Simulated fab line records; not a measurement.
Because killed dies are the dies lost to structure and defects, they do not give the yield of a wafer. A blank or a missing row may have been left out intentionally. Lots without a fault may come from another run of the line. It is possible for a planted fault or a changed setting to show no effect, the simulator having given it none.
fab line records | flow n5Finfet | part 1 of 2: steps 1 to 23 of 37
record lots=5 wafers=15 lastDay=14
route steps=1938 shown PMOS_HMC_CHANNEL_EPI@77 FIN_SAQP@90
lots untouched by any fault: they come from a run of this same line in which no faults occurred
startH: hours from the record's opening day to when the first of the lot's shown wafers began | waitH: hours from the lot's prior step to this one | " the same as in the row above | L1.1+2: one row covering several wafers at once | - no value, or no start given | * or withheld: withheld | < > ~ a bound
route shown NAME@n: a module of which the file shows steps, and the number in the route of the first | usual: mean and standard deviation over wafers with no fault | same: alike in all rows | chamber/n: place in a boat | sites: readings site by site | _std_site: standard deviation of those values | _edge_site: the outer-site mean with the inner-site mean subtracted | radiusMm: for every site, how far away it sits from the centre of the wafer | mask NAME#n: copy n | behind: the most recent tool/chamber to have shaped the wafer | hold: reason for holding the lot/hours on hold/outcome of the hold | device: transistor that didn't switch, given as n, p or np | end of line: tests of these same wafers at the route's end | step lacking rows: just its recipe | killed: dies lost to structure and defects at the first sort, not the wafer's yield | map: per-die view of a wafer (x killed, . not killed, _ where there is no die)
set.NAME: the setting that was run; set.NAME@STEP: the one run at that earlier step | model.NAME: the simulator's own value behind a step, which no gauge read
a table for each step, a row for each wafer; lots at some steps of the route
services: from which hour (startH, from the record's first day; less than 0 if before it) a tool's chamber was out of use, for how many hours, and why
## steps
# step N5_PMOS_HMC_CHANNEL_EPI_SRD_19
# recipe dry=ipaMarangoni doPpb=5 timeS=30 tempC=23 rinseLiquid=diw
# usual bathHeatDutyPct=3.6/0.46
# columns lot.wafer tool chamber startH waitH bathHeatDutyPct
L075.1 wetBench-06 0 23.57 0.0 3.6
L075.3 " 6 " " 3.0
L075.4 " 4 " " 3.2
L077.1 wetBench-04 5 36.58 0.0 4.6
L077.3 " 6 " " 3.9
L077.5 " 3 " " 3.5
L079.2 wetBench-06 0 49.40 0.0 3.7
L079.4 " 5 " " 3.8
L079.6 " 7 " " 4.2
L080.1 wetBench-06 7 54.12 0.0 4.5
L080.4 " 1 " " 3.7
L080.5 " 5 " " 2.7
L083.2 wetBench-06 3 72.66 0.0 3.9
L083.5 " 0 " " 3.7
L083.6 " 6 " " 4.4
# step N5_PMOS_HMC_CHANNEL_EPI_EPI_20
# recipe material=SiGe30 maskMaterial=SiO2 pressureTorr=20 targetThkA=590 tempC=600
# columns lot.wafer tool chamber startH waitH
L075.1+3+4 epiRpcvd-01 0 23.62 0.0
L077.1+3+5 epiRpcvd-02 0 36.63 0.0
L079.2+4+6 epiRpcvd-03 0 49.67 0.2
L080.1+4+5 epiRpcvd-02 0 54.19 0.0
L083.2+5+6 epiRpcvd-03 0 72.90 0.2
# step N5_PMOS_HMC_CHANNEL_EPI_HM_STRIP_35
# recipe chemistry=dHF tempC=25 material=SiO2 target=SiO2 targetDepthA=396 timeS=216
# usual bathHeatDutyPct=6.3/0.71
# columns lot.wafer tool chamber startH waitH bathHeatDutyPct
L075.1 wetBench-01 3 24.85 1.0 6.2
L075.3 " 4 " " 6.7
L075.4 " 2 " " 6.7
L077.1 wetBench-01 5 37.87 1.0 7.4
L077.3 " 6 " " 6.2
L077.5 " 4 " " 5.6
L079.2 wetBench-06 0 50.70 0.8 5.1
L079.4 " 1 " " 6.4
L079.6 " 2 " " 6.6
L080.1 wetBench-04 6 55.44 1.1 6.5
L080.4 " 0 " " 5.6
L080.5 " 7 " " 5.1
L083.2 wetBench-06 3 73.94 0.8 6.9
L083.5 " 6 " " 7.1
L083.6 " 0 " " 5.6
# step N5_PMOS_HMC_CHANNEL_EPI_SRD_39
# recipe dry=ipaMarangoni timeS=30 tempC=23 rinseLiquid=diw
# usual bathHeatDutyPct=3.6/0.53
# columns lot.wafer tool chamber startH waitH bathHeatDutyPct
L075.1 wetBench-01 3 24.92 0.0 3.6
L075.3 " 4 " " 3.1
L075.4 " 2 " " 2.9
L077.1 wetBench-01 5 37.93 0.0 4.1
L077.3 " 6 " " 4.0
L077.5 " 4 " " 3.2
L079.2 wetBench-06 0 50.83 0.0 4.2
L079.4 " 1 " " 3.8
L079.6 " 2 " " 3.0
L080.1 wetBench-04 6 55.50 0.0 3.7
L080.4 " 0 " " 3.4
L080.5 " 7 " " 2.6
L083.2 wetBench-06 3 74.00 0.0 3.8
L083.5 " 6 " " 3.8
L083.6 " 0 " " 3.1
# step N5_PMOS_HMC_CHANNEL_EPI_CMP_21
# recipe material=SiGe30 postCmpClean=alkalineBrush targetThkNm=54
# usual motorCurrentA=12.4/1.1
# columns lot.wafer tool chamber startH waitH motorCurrentA
L075.3 cmp-02 2 24.96 0.0 11.3
L075.4 " 3 " " 11.4
L075.1 " 0 " " 12.3
L077.1 cmp-03 2 38.04 0.1 12.6
L077.3 " 3 " " 11.1
L077.5 " 0 " " 14.7
L079.4 cmp-02 3 50.96 0.1 12.2
L079.2 " 0 " " 11.8
L079.6 " 2 " " 10.9
L080.4 cmp-01 0 55.54 0.0 13.5
L080.1 " 3 " " 12.3
L080.5 " 0 " " 13.1
L083.2 cmp-03 1 74.12 0.1 12.2
L083.5 " 3 " " 11.5
L083.6 " 0 " " 14.7
# step N5_PMOS_HMC_CHANNEL_EPI_THK_MEAS_22
# recipe reads=SiGe30_of_PMOS_HMC_CHANNEL_EPI_EPI_20
# usual HMC_CMP_THK=53.5/1.1
# columns lot.wafer tool chamber startH waitH HMC_CMP_THK[nm]
L075.1 filmMetro-01 - 25.25 - 53.0
L075.3 " - " " 52.2
L075.4 " - " " 52.7
L077.1 filmMetro-01 - 38.26 - 52.6
L077.3 " - " " 52.4
L077.5 " - " " 52.8
L079.2 filmMetro-02 - 51.18 - 54.2
L079.4 " - " " 52.2
L079.6 " - " " 51.3
L080.1 filmMetro-01 - 55.83 - 53.8
L080.4 " - " " 54.8
L080.5 " - " " 53.5
L083.2 filmMetro-01 - 74.33 - 52.8
L083.5 " - " " 52.9
L083.6 " - " " 52.6
# step N5_PMOS_HMC_CHANNEL_EPI_PRECLEAN_40
# recipe chemistry=DHF timeS=30 tempC=25 dilution=withheld
# columns lot.wafer tool chamber startH waitH
L075.1+3+4 wetBench-01 5,2,4 25.28 0.0
L077.1+3+5 wetBench-06 4,7,3 38.29 0.0
L079.2+4+6 wetBench-01 3,4,1 51.21 0.0
L080.1+4+5 wetBench-06 5,3,4 55.86 0.0
L083.2+5+6 wetBench-06 6,5,7 74.36 0.0
# step N5_PMOS_HMC_CHANNEL_EPI_PRECLEAN_37
# recipe chemistry=O3/DIW timeS=45 tempC=22 o3Ppm=10
# usual bathHeatDutyPct=2.4/0.46
# columns lot.wafer tool chamber startH waitH bathHeatDutyPct
L075.1 wetBench-01 5 25.29 0.0 2.0
L075.3 " 2 " " 2.2
L075.4 " 4 " " 2.6
L077.1 wetBench-06 4 38.30 0.0 2.1
L077.3 " 7 " " 2.2
L077.5 " 3 " " 2.6
L079.2 wetBench-01 3 51.22 0.0 2.6
L079.4 " 4 " " 1.2
L079.6 " 1 " " 2.6
L080.1 wetBench-06 5 55.88 0.0 2.7
L080.4 " 3 " " 2.0
L080.5 " 4 " " 2.4
L083.2 wetBench-06 6 74.37 0.0 2.1
L083.5 " 5 " " 2.7
L083.6 " 7 " " 2.7
# step N5_PMOS_HMC_CHANNEL_EPI_PRECLEAN_24
# recipe chemistry=DHF timeS=30 tempC=25 dilution=withheld
# columns lot.wafer tool chamber startH waitH
L075.1+3+4 wetBench-01 5,2,4 25.30 0.0
L077.1+3+5 wetBench-06 4,7,3 38.32 0.0
L079.2+4+6 wetBench-01 3,4,1 51.23 0.0
L080.1+4+5 wetBench-06 5,3,4 55.91 0.0
L083.2+5+6 wetBench-06 6,5,7 74.39 0.0
# step N5_PMOS_HMC_CHANNEL_EPI_SRD_25
# recipe dry=ipaMarangoni doPpb=5 timeS=30 tempC=23 rinseLiquid=diw
# usual bathHeatDutyPct=3.7/0.48
# columns lot.wafer tool chamber startH waitH bathHeatDutyPct
L075.1 wetBench-01 5 25.31 0.0 4.3
L075.3 " 2 " " 2.6
L075.4 " 4 " " 3.4
L077.1 wetBench-06 4 38.32 0.0 3.9
L077.3 " 7 " " 4.6
L077.5 " 3 " " 4.0
L079.2 wetBench-01 3 51.24 0.0 3.6
L079.4 " 4 " " 3.6
L079.6 " 1 " " 4.1
L080.1 wetBench-06 5 55.93 0.0 4.0
L080.4 " 3 " " 4.0
L080.5 " 4 " " 3.6
L083.2 wetBench-06 6 74.39 0.0 3.9
L083.5 " 5 " " 4.2
L083.6 " 7 " " 3.9
# step N5_PMOS_HMC_CHANNEL_EPI_EPI_26
# recipe material=Si targetThkA=38 tempC=650 precursor=SiH4/H2 pressureTorr=20 timeS=22.7
# usual throttleValvePct=11.2/0.35
# columns lot.wafer tool chamber startH waitH throttleValvePct
L075.1 epiRpcvd-01 0 25.36 0.0 10.7
L075.3 " 0 " " 11.1
L075.4 " 0 " " 10.9
L077.1 epiRpcvd-01 0 38.37 0.0 11.3
L077.3 " 0 " " 10.9
L077.5 " 0 " " 10.9
L079.2 epiRpcvd-02 0 51.34 0.1 11.6
L079.4 " 0 " " 11.6
L079.6 " 0 " " 11.4
L080.1 epiRpcvd-01 0 55.99 0.0 11.1
L080.4 " 0 " " 11.0
L080.5 " 0 " " 10.8
L083.2 epiRpcvd-02 0 74.49 0.1 11.5
L083.5 " 0 " " 11.8
L083.6 " 0 " " 11.6
# step N5_PMOS_HMC_CHANNEL_EPI_INSPECT_30
# recipe inspectInstrument=darkfield mode=postEpi
# usual rawDefectCount=19/6.9
# columns lot.wafer tool chamber startH waitH rawDefectCount
L075.1 defectInspect-01 - 25.73 0.0 20
L075.3 " - " " 11
L075.4 " - " " 20
L077.1 defectInspect-02 - 38.74 0.0 21
L077.3 " - " " 20
L077.5 " - " " 24
L079.2 defectInspect-01 - 51.66 0.0 21
L079.4 " - " " 14
L079.6 " - " " 17
L080.1 defectInspect-01 - 56.36 0.0 21
L080.4 " - " " 23
L080.5 " - " " 16
L083.2 defectInspect-01 - 74.81 0.0 10
L083.5 " - " " 12
L083.6 " - " " 17
# step N5_FIN_SAQP_PRECLEAN_42
# recipe chemistry=O3/DIW timeS=60 tempC=22 o3Ppm=10
# usual bathHeatDutyPct=2.4/0.53
# columns lot.wafer tool chamber startH waitH bathHeatDutyPct
L075.1 wetBench-05 6 25.76 0.0 2.7
L075.3 " 1 " " 1.6
L075.4 " 7 " " 1.7
L077.1 wetBench-03 4 38.77 0.0 2.2
L077.3 " 7 " " 2.9
L077.5 " 0 " " 2.2
L079.2 wetBench-03 0 51.68 0.0 2.0
L079.4 " 7 " " 3.1
L079.6 " 5 " " 2.3
L080.1 wetBench-02 1 56.39 0.0 3.0
L080.4 " 3 " " 2.5
L080.5 " 5 " " 3.2
L083.2 wetBench-03 6 74.84 0.0 1.6
L083.5 " 3 " " 2.7
L083.6 " 5 " " 3.4
# step N5_FIN_SAQP_PRECLEAN_00
# recipe chemistry=SC1 timeS=60 tempC=55 mix=1:2:50
# usual bathGuardTempC=55.2/0.48 bathHeatDutyPct=8.6/1.1
# columns lot.wafer tool chamber startH waitH bathGuardTempC bathHeatDutyPct
L075.1 wetBench-05 6 25.78 0.0 55.3 9.4
L075.3 " 1 " " 55.0 9.1
L075.4 " 7 " " 54.5 8.2
L077.1 wetBench-03 4 38.79 0.0 55.0 8.2
L077.3 " 7 " " 56.3 9.3
L077.5 " 0 " " 56.0 7.7
L079.2 wetBench-03 0 51.70 0.0 55.4 7.3
L079.4 " 7 " " 56.1 10.4
L079.6 " 5 " " 55.3 10.4
L080.1 wetBench-02 1 56.41 0.0 55.0 10.3
L080.4 " 3 " " 54.8 10.3
L080.5 " 5 " " 55.8 7.9
L083.2 wetBench-03 6 74.86 0.0 55.0 8.7
L083.5 " 3 " " 55.4 8.3
L083.6 " 5 " " 55.3 9.8
# step N5_FIN_SAQP_PRECLEAN_44
# recipe chemistry=SC2 timeS=45 tempC=35 mix=1:1:50
# usual bathGuardTempC=35.2/0.46 bathHeatDutyPct=3.4/0.52
# columns lot.wafer tool chamber startH waitH bathGuardTempC bathHeatDutyPct
L075.1 wetBench-05 6 25.79 0.0 35.5 3.0
L075.3 " 1 " " 34.6 3.5
L075.4 " 7 " " 34.3 2.8
L077.1 wetBench-03 4 38.81 0.0 35.3 3.4
L077.3 " 7 " " 36.7 3.5
L077.5 " 0 " " 35.5 3.1
L079.2 wetBench-03 0 51.72 0.0 35.8 3.5
L079.4 " 7 " " 36.3 3.4
L079.6 " 5 " " 35.3 3.6
L080.1 wetBench-02 1 56.43 0.0 34.7 3.9
L080.4 " 3 " " 35.1 3.5
L080.5 " 5 " " 35.9 3.0
L083.2 wetBench-03 6 74.88 0.0 34.9 3.1
L083.5 " 3 " " 35.1 3.2
L083.6 " 5 " " 35.1 4.0
# step N5_FIN_SAQP_SRD_01
# recipe dry=ipaMarangoni timeS=30 tempC=23 rinseLiquid=diw
# usual bathHeatDutyPct=3.6/0.62
# columns lot.wafer tool chamber startH waitH bathHeatDutyPct
L075.1 wetBench-05 6 25.81 0.0 3.7
L075.3 " 1 " " 3.5
L075.4 " 7 " " 3.8
L077.1 wetBench-03 4 38.82 0.0 2.9
L077.3 " 7 " " 4.3
L077.5 " 0 " " 2.9
L079.2 wetBench-03 0 51.73 0.0 3.0
L079.4 " 7 " " 3.7
L079.6 " 5 " " 4.8
L080.1 wetBench-02 1 56.44 0.0 4.2
L080.4 " 3 " " 4.7
L080.5 " 5 " " 3.2
L083.2 wetBench-03 6 74.89 0.0 3.1
L083.5 " 3 " " 3.7
L083.6 " 5 " " 5.0
# step N5_FIN_SAQP_ALD_61
# recipe material=SiO2 targetThkA=40 tempC=300 aldPrecursorFamily=BDEAS aldCoReactant=O2-plasma pulseTimeS=1 purgeTimeS=2 coReactantPurgeTimeS=2 aldCycles=43 pressureTorr=2
# usual heaterPowerW=481/66 precursorPulseHeightRel=1.001/0.018
# same aldCycles=43
# columns lot.wafer tool chamber startH waitH heaterPowerW precursorPulseHeightRel
L075.1 aldSin-03 1 25.85 0.0 418 0.968
L075.3 " 3 " " 530 0.991
L075.4 " 0 " " 465 0.980
L077.1 aldSin-01 3 38.87 0.0 480 0.965
L077.3 " 0 " " 348 1.011
L077.5 " 2 " " 601 1.023
L079.2 aldSin-02 2 51.78 0.0 483 1.053
L079.4 " 1 " " 465 0.981
L079.6 " 2 " " 482 1.012
L080.1 aldSin-03 3 56.49 0.0 544 0.981
L080.4 " 2 " " 508 1.013
L080.5 " 3 " " 537 0.953
L083.2 aldSin-03 0 74.94 0.0 465 1.006
L083.5 " 2 " " 512 0.996
L083.6 " 1 " " 415 1.014
# step N5_FIN_SAQP_DENSIFY_62
# recipe tempC=700 timeS=60 ambient=N2 idleTempC=600 rampUpCPerS=150 rampDownCPerS=60 coolToC=600
# usual lampPowerPct=9.84/0.054 lamp_zone_2_pct=9.847/0.013 lamp_zone_7_pct=10.266/0.014 wafer_temp_C_max=703.3/0.6
# columns lot.wafer tool chamber startH waitH lampPowerPct lamp_zone_2_pct lamp_zone_7_pct wafer_temp_C_max
L075.1 rtpAnneal-02 0 26.06 0.1 9.96 9.844 10.264 703.0
L075.3 " 0 " " 9.87 9.844 10.268 703.2
L075.4 " 0 " " 9.83 9.840 10.259 703.9
L077.1 rtpAnneal-01 0 39.07 0.1 9.89 9.851 10.251 703.1
L077.3 " 0 " " 9.84 9.837 10.260 702.9
L077.5 " 0 " " 9.93 9.853 10.278 703.6
L079.2 rtpAnneal-02 0 52.01 0.1 9.93 9.821 10.287 702.4
L079.4 " 0 " " 9.81 9.840 10.292 703.0
L079.6 " 0 " " 9.78 9.842 10.259 703.0
L080.1 rtpAnneal-01 0 56.69 0.1 9.81 9.842 10.273 703.0
L080.4 " 0 " " 9.81 9.824 10.275 702.0
L080.5 " 0 " " 9.80 9.849 10.257 703.0
L083.2 rtpAnneal-01 0 75.31 0.3 9.79 9.834 10.263 703.5
L083.5 " 0 " " 9.88 9.846 10.282 703.2
L083.6 " 0 " " 9.82 9.848 10.277 703.4
# step N5_FIN_SAQP_HM_DEP_03
# recipe material=SiNx targetThkA=380 tempC=400 precursor=SiH4/NH3/N2 pressureTorr=1.5 rfW=300 timeS=33.6
# usual heaterPowerW=767/110 showerheadPlenumPTorr=5.16/0.084 throttleValvePct=39.4/2.1
# columns lot.wafer tool chamber startH waitH heaterPowerW showerheadPlenumPTorr throttleValvePct
L075.1 pecvd-01 2 26.27 0.2 680 5.23 37.1
L075.3 " 0 " " 684 5.17 39.4
L075.4 " 0 " " 685 5.17 39.4
L077.1 pecvd-02 1 39.28 0.2 785 5.11 42.0
L077.3 " 1 " " 765 5.13 42.3
L077.5 " 1 " " 780 5.13 42.2
L079.2 pecvd-02 2 52.20 0.2 717 5.25 37.9
L079.4 " 2 " " 700 5.26 37.9
L079.6 " 0 " " 686 5.26 36.2
L080.1 pecvd-01 0 56.90 0.2 841 5.16 39.3
L080.4 " 1 " " 749 5.11 38.7
L080.5 " 0 " " 827 5.16 39.2
L083.2 pecvd-04 1 75.50 0.2 662 4.98 41.4
L083.5 " 1 " " 656 4.98 41.5
L083.6 " 0 " " 993 5.09 39.4
# step N5_FIN_SAQP_THK_MEAS_05
# usual thkNm=38.2/0.63
# columns lot.wafer tool chamber startH waitH thkNm
L075.1 filmMetro-02 - 26.36 0.1 38.3
L075.3 " - " " 38.7
L075.4 " - " " 39.3
L077.1 filmMetro-01 - 39.40 0.1 37.2
L077.3 " - " " 37.7
L077.5 " - " " 38.2
L079.2 filmMetro-01 - 52.31 0.1 37.0
L079.4 " - " " 38.3
L079.6 " - " " 38.0
L080.1 filmMetro-01 - 56.99 0.1 38.0
L080.4 " - " " 39.1
L080.5 " - " " 39.1
L083.2 filmMetro-02 - 75.60 0.1 37.9
L083.5 " - " " 38.9
L083.6 " - " " 38.2
# step N5_FIN_SAQP_PECVD_47
# recipe material=a-Si targetThkA=450 tempC=400 precursor=SiH4/He pressureTorr=3 rfW=100 timeS=36.3
# usual heaterPowerW=836/120 showerheadPlenumPTorr=5.67/0.064 throttleValvePct=18.0/0.86
# columns lot.wafer tool chamber startH waitH heaterPowerW showerheadPlenumPTorr throttleValvePct
L075.1 pecvd-04 2 26.39 0.0 767 5.63 19.2
L075.3 " 2 " " 782 5.63 19.0
L075.4 " 0 " " 1129 5.65 18.0
L077.1 pecvd-04 2 39.43 0.0 906 5.62 19.2
L077.3 " 0 " " 975 5.63 17.9
L077.5 " 1 " " 767 5.55 18.9
L079.2 pecvd-02 0 52.35 0.0 883 5.76 16.5
L079.4 " 2 " " 811 5.75 17.5
L079.6 " 2 " " 810 5.76 17.6
L080.1 pecvd-04 1 57.03 0.0 755 5.54 19.1
L080.4 " 0 " " 1019 5.63 18.0
L080.5 " 2 " " 788 5.63 19.1
L083.2 pecvd-02 0 75.64 0.0 834 5.75 16.8
L083.5 " 1 " " 738 5.67 19.1
L083.6 " 0 " " 860 5.76 17.0
# step N5_FIN_SAQP_PECVD_48
# recipe material=SiNx targetThkA=250 tempC=400 precursor=SiH4/NH3/N2 pressureTorr=1.5 rfW=300 timeS=22.1
# usual heaterPowerW=777/110 showerheadPlenumPTorr=5.14/0.085 throttleValvePct=39.5/1.9
# columns lot.wafer tool chamber startH waitH heaterPowerW showerheadPlenumPTorr throttleValvePct
L075.1 pecvd-04 2 26.46 0.0 781 5.10 41.8
L075.3 " 2 " " 792 5.09 41.7
L075.4 " 0 " " 985 5.09 39.4
L077.1 pecvd-04 2 39.48 0.0 743 5.09 41.9
L077.3 " 0 " " 1017 5.09 39.2
L077.5 " 1 " " 673 4.97 41.5
L079.2 pecvd-02 0 52.41 0.0 808 5.27 36.3
L079.4 " 2 " " 638 5.25 37.8
L079.6 " 2 " " 658 5.25 38.2
L080.1 pecvd-04 1 57.07 0.0 710 4.97 41.4
L080.4 " 0 " " 1058 5.10 39.5
L080.5 " 2 " " 816 5.10 41.9
L083.2 pecvd-02 0 75.68 0.0 780 5.25 36.6
L083.5 " 1 " " 806 5.12 42.2
L083.6 " 0 " " 763 5.25 36.6
# step N5_FIN_SAQP_PECVD_06
# recipe material=a-Si targetThkA=600 tempC=400 precursor=SiH4/He pressureTorr=3 rfW=100 timeS=48.1
# usual heaterPowerW=847/120 showerheadPlenumPTorr=5.67/0.063 throttleValvePct=18.0/0.85
# columns lot.wafer tool chamber startH waitH heaterPowerW showerheadPlenumPTorr throttleValvePct
L075.1 pecvd-04 2 26.52 0.0 813 5.65 19.0
L075.3 " 2 " " 787 5.63 19.1
L075.4 " 0 " " 1146 5.63 17.9
L077.1 pecvd-04 2 39.52 0.0 819 5.63 19.0
L077.3 " 0 " " 1205 5.62 18.2
L077.5 " 1 " " 786 5.55 19.2
L079.2 pecvd-02 0 52.47 0.0 876 5.75 16.7
L079.4 " 2 " " 757 5.76 17.5
L079.6 " 2 " " 741 5.74 17.4
L080.1 pecvd-04 1 57.11 0.0 794 5.55 18.6
L080.4 " 0 " " 1116 5.62 18.2
L080.5 " 2 " " 866 5.64 19.1
L083.2 pecvd-02 0 75.72 0.0 745 5.76 16.5
L083.5 " 1 " " 801 5.65 18.8
L083.6 " 0 " " 747 5.74 16.6
